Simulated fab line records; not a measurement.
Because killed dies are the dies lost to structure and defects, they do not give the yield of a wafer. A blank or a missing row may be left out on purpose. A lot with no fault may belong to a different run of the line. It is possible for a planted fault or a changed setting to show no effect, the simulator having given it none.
Which tool did it?    flow n5Finfet    9 lots, 27 wafers sampled, at 5 steps of a route of 1938

## WHAT THE GAUGES READ, wafer by wafer
N5_HKMG_FIN_CD_MEAS_12: the cd target is 92.8 nm.
lot   measured      on        cdNm (nm)
L887  day 5 10:31   cdSem-02  91.9 92.1 92.5
L889  day 6 11:23   cdSem-02  92.4 92.5 92.7
L893  day 7 03:53   cdSem-03  93.1 92.5 92.4
L894  day 7 10:49   cdSem-01  92.8 92.3 93.2
L895  day 7 13:06   cdSem-03  93.1 92.5 92.2
L897  day 7 22:56   cdSem-03  92.8 92.4 92.2
L902  day 9 08:57   cdSem-03  93.3 93.2 93.2
L903  day 9 13:25   cdSem-03  93.0 93.6 93.4
L905  day 10 02:23  cdSem-03  92.9 93.7 93.6

N5_BEOL_M4_RC_MEAS_101.
lot   measured      on         DIBL_N (mV/V)   DIBL_P (mV/V)   IOFF_N (nA/um)     IOFF_P (nA/um)     IOFF_P_85C (nA/um)  IOFF_P_LIN (nA/um)  IOFF_P_LONG (nA/um)         ION_N (uA/um)  ION_P (uA/um)  SS_N (mV/dec)   SS_P (mV/dec)   VT_N (mV)          VT_P (mV)             VT_P_LONG (mV)        VT_P_LVT (mV)
L887  day 9 13:40   prober-01  37.4 37.9 36.1  37.3 38.3 36.5  0.179 0.193 0.152  0.263 0.274 0.238  4.5 4.6 4.0         0.124 0.126 0.113   0.000117 0.000116 0.000119  691 672 689    480 466 474    71.8 72.1 71.8  73.7 74.0 73.6  247.9 243.3 246.9  -244.0 -242.7 -246.4  -271.7 -269.9 -270.0  -92.5 -92.1 -94.2
L889  day 10 09:23  prober-02  34.4 36.3 35.7  35.5 37.5 36.6  0.140 0.174 0.159  0.198 0.229 0.215  3.4 3.9 3.7         0.098 0.107 0.103   0.00011 0.000106 0.000107   668 675 668    457 464 458    71.3 71.7 71.5  72.5 73.4 73.4  252.3 248.8 250.5  -248.4 -248.3 -249.8  -273.7 -275.1 -274.9  -99.3 -98.5 -98.3
L893  day 10 17:22  prober-02  38.5 36.8 35.9  39.1 37.5 35.4  0.217 0.172 0.151  0.266 0.242 0.201  4.5 4.1 3.6         0.119 0.110 0.097   0.000103 0.000106 0.000107  692 673 667    470 459 456    72.3 72.2 71.6  74.8 74.5 73.4  247.0 250.8 251.7  -248.6 -247.8 -251.3  -275.4 -275.5 -271.9  -96.9 -97.9 -99.7
L894  day 11 07:54  prober-02  37.8 36.2 37.2  36.6 35.0 35.5  0.164 0.148 0.161  0.141 0.183 0.142  2.6 3.3 2.7         0.068 0.091 0.068   8e-05 0.000101 7.8e-05      673 663 663    441 451 436    71.4 71.5 72.0  73.5 73.3 73.1  248.8 250.9 250.2  -261.0 -253.0 -258.8  -284.8 -277.9 -287.1  -110.2 -101.8 -110.0
L895  day 11 14:11  prober-02  36.5 37.9 38.2  37.6 39.0 39.6  0.160 0.177 0.188  0.133 0.217 0.213  2.5 3.8 3.7         0.064 0.101 0.098   8e-05 0.000101 9.8e-05      662 671 659    437 462 452    71.1 71.5 72.3  73.3 73.3 73.2  250.8 249.7 244.9  -262.1 -253.4 -249.8  -287.2 -276.9 -279.6  -108.8 -97.2 -97.3
L897  day 11 19:55  prober-02  36.7 35.7 34.9  37.1 36.7 35.7  0.162 0.147 0.131  0.224 0.218 0.195  3.9 3.8 3.5         0.108 0.107 0.098   0.000109 0.000111 0.000111  672 673 666    470 466 462    71.6 71.1 71.6  73.3 73.3 73.3  249.7 252.8 253.9  -247.1 -246.9 -247.2  -273.0 -272.7 -273.5  -99.1 -100.9 -101.0
L902  day 12 22:19  prober-02  38.6 36.9 39.0  37.3 36.2 37.4  0.201 0.162 0.196  0.240 0.213 0.229  4.0 3.7 3.9         0.112 0.102 0.107   0.00011 0.000108 0.000106   679 664 666    465 454 460    71.2 70.9 71.8  73.5 73.0 73.7  245.6 249.2 246.6  -246.5 -248.0 -249.1  -273.4 -273.1 -273.4  -96.5 -97.6 -96.6
L903  day 13 12:11  prober-01  36.0 37.5 36.9  36.4 38.9 38.2  0.163 0.194 0.180  0.219 0.256 0.244  3.8 4.2 4.1         0.104 0.114 0.112   0.000112 0.000111 0.000113  675 671 674    461 460 465    71.3 71.9 71.4  73.2 73.7 73.9  246.9 245.0 247.3  -248.3 -248.7 -248.9  -273.8 -274.8 -275.3  -96.0 -95.6 -94.7
L905  day 13 19:11  prober-02  36.3 36.1 38.6  38.1 38.3 40.1  0.159 0.160 0.200  0.214 0.214 0.258  3.7 3.7 4.4         0.102 0.102 0.116   0.000105 0.000107 0.000107  680 672 682    465 465 469    71.2 71.2 72.3  73.8 73.3 74.7  251.0 251.5 247.2  -251.5 -250.7 -249.7  -273.9 -275.6 -276.1  -100.1 -99.9 -98.3

## WHAT TOOL EACH LOT RAN ON (gives the tool, then ch and the chambers of the sampled wafers, and finally the start)
lot   N5_HKMG_FIN_DESCUM_53             N5_HKMG_FIN_CVD_62                     N5_HKMG_FIN_ALD_36
L887  rieDiel-03 ch 1,3, day 5 07:20    thermalCvdSi-02 ch 0,2, day 5 09:04    aldMetal-01 ch 0,1,2, day 5 09:29
L889  rieDiel-03 ch 0,1,2, day 5 18:37  thermalCvdSi-02 ch 0,1, day 5 20:21    aldMetal-01 ch 0,1,3, day 5 20:54
L893  rieDiel-04 ch 1,2,3, day 7 00:41  thermalCvdSi-02 ch 0,1, day 7 02:24    aldMetal-01 ch 0,1,2, day 7 02:51
L894  rieDiel-04 ch 0,2,3, day 7 07:37  thermalCvdSi-01 ch 0,2, day 7 09:20    aldMetal-01 ch 0,3, day 7 09:46
L895  rieDiel-04 ch 0,2,3, day 7 09:53  thermalCvdSi-02 ch 0,1, day 7 11:37    aldMetal-01 ch 0,3, day 7 12:04
L897  rieDiel-04 ch 0,1,2, day 7 19:39  thermalCvdSi-02 ch 0,2, day 7 21:23    aldMetal-04 ch 0,1,2, day 7 21:54
L902  rieDiel-03 ch 2,3, day 9 05:39    thermalCvdSi-01 ch 0,1,2, day 9 07:23  aldMetal-03 ch 2,3, day 9 07:47
L903  rieDiel-03 ch 0,3, day 9 09:59    thermalCvdSi-02 ch 0,2, day 9 11:52    aldMetal-04 ch 2,3, day 9 12:15
L905  rieDiel-01 ch 0,1,3, day 9 23:06  thermalCvdSi-02 ch 0,2, day 10 00:49   aldMetal-04 ch 1,2,3, day 10 01:13
- N5_HKMG_FIN_DESCUM_53: chemistry O2, time 7.9 s.
- N5_HKMG_FIN_CVD_62: deposits a-Si from Si2H6, target thk 3 nm, time 20.8 s.
- N5_HKMG_FIN_ALD_36: deposits TiN, target thk 1 nm, pulse time 1 s, purge time 3 s.

## AS READ BY THE TOOLS THEMSELVES (means over the sampled wafers that have a number; for cases with no such wafer, the mark the record gives instead)
N5_HKMG_FIN_DESCUM_53.
lot   tool        drypumpMotorCurrentA (A)  oesProductAu (a.u.)  rfVppV (V)  showerheadPlenumPTorr (Torr)  tempC (C)  throttleValvePct (%)
L887  rieDiel-03  6.1                       0.71                 242.2       2.06                          40.01      20.54
L889  rieDiel-03  5.8                       0.71                 243.5       2.10                          39.81      20.54
L893  rieDiel-04  5.6                       0.74                 243.4       2.10                          39.99      20.58
L894  rieDiel-04  5.5                       0.72                 242.8       2.07                          40.04      20.52
L895  rieDiel-04  5.5                       0.71                 243.0       2.07                          39.90      20.53
L897  rieDiel-04  5.4                       0.74                 243.8       2.11                          40.01      20.56
L902  rieDiel-03  5.9                       0.70                 241.7       2.07                          40.04      20.58
L903  rieDiel-03  5.9                       0.68                 242.7       2.08                          40.02      20.47
L905  rieDiel-01  6.4                       0.81                 243.7       2.13                          40.06      20.55

N5_HKMG_FIN_CVD_62.
lot   tool             heaterPowerW (W)
L887  thermalCvdSi-02  1421
L889  thermalCvdSi-02  1456
L893  thermalCvdSi-02  1451
L894  thermalCvdSi-01  1274
L895  thermalCvdSi-02  1473
L897  thermalCvdSi-02  1443
L902  thermalCvdSi-01  1341
L903  thermalCvdSi-02  1412
L905  thermalCvdSi-02  1377

N5_HKMG_FIN_ALD_36.
lot   tool         heaterPowerW (W)  precursorPulseHeightRel
L887  aldMetal-01  965               1.010
L889  aldMetal-01  927               1.009
L893  aldMetal-01  965               0.985
L894  aldMetal-01  869               1.000
L895  aldMetal-01  910               0.989
L897  aldMetal-04  901               0.996
L902  aldMetal-03  979               1.039
L903  aldMetal-04  785               1.001
L905  aldMetal-04  873               1.027

## THE ANSWER, worked out from the rows above alone
Rule: what is usual is taken from the lots themselves. Put in order of their means at a reading, lots are off if they are a third of the lots or fewer, leave a main group of 4 or more, and stand apart from it by a gap of 3 or more times the standard deviation of the main group's means; of several such gaps the widest counts. A main group is skipped when, at the precision printed for the reading in the tables above, its means are all equal. A lot without any number at a reading at which 4 lots or more have one is off too. Where the step has rows for the other lots, those lots are counted as sound. First the gauges in route order, then the tools' own readings, where a lot's mean is used as printed above. The first step at which some lot is off is used, and at that step the reading that is off furthest; a lot without a number counts as furthest.
Off: L894, L895, seen at N5_BEOL_M4_RC_MEAS_101 (VT_P_LONG). The main group: mean -273.7 mV, standard deviation 1.5.
If a tool, at a process step before that reading, ran all the lots that are off and no sound lot after the first of them, it fits. Those tools and the gauges at N5_BEOL_M4_RC_MEAS_101 are tried in the same way. One fits: aldMetal-01 at N5_HKMG_FIN_ALD_36. Its last sound lot is L893 (day 7 02:51), its first lot that is off L894 (day 7 09:46): a fault that began between those two fits.

## WHAT THE SIMULATOR HAD INSERTED
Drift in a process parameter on aldMetal-01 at N5_HKMG_FIN_ALD_36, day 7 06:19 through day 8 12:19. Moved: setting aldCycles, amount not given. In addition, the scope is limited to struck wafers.
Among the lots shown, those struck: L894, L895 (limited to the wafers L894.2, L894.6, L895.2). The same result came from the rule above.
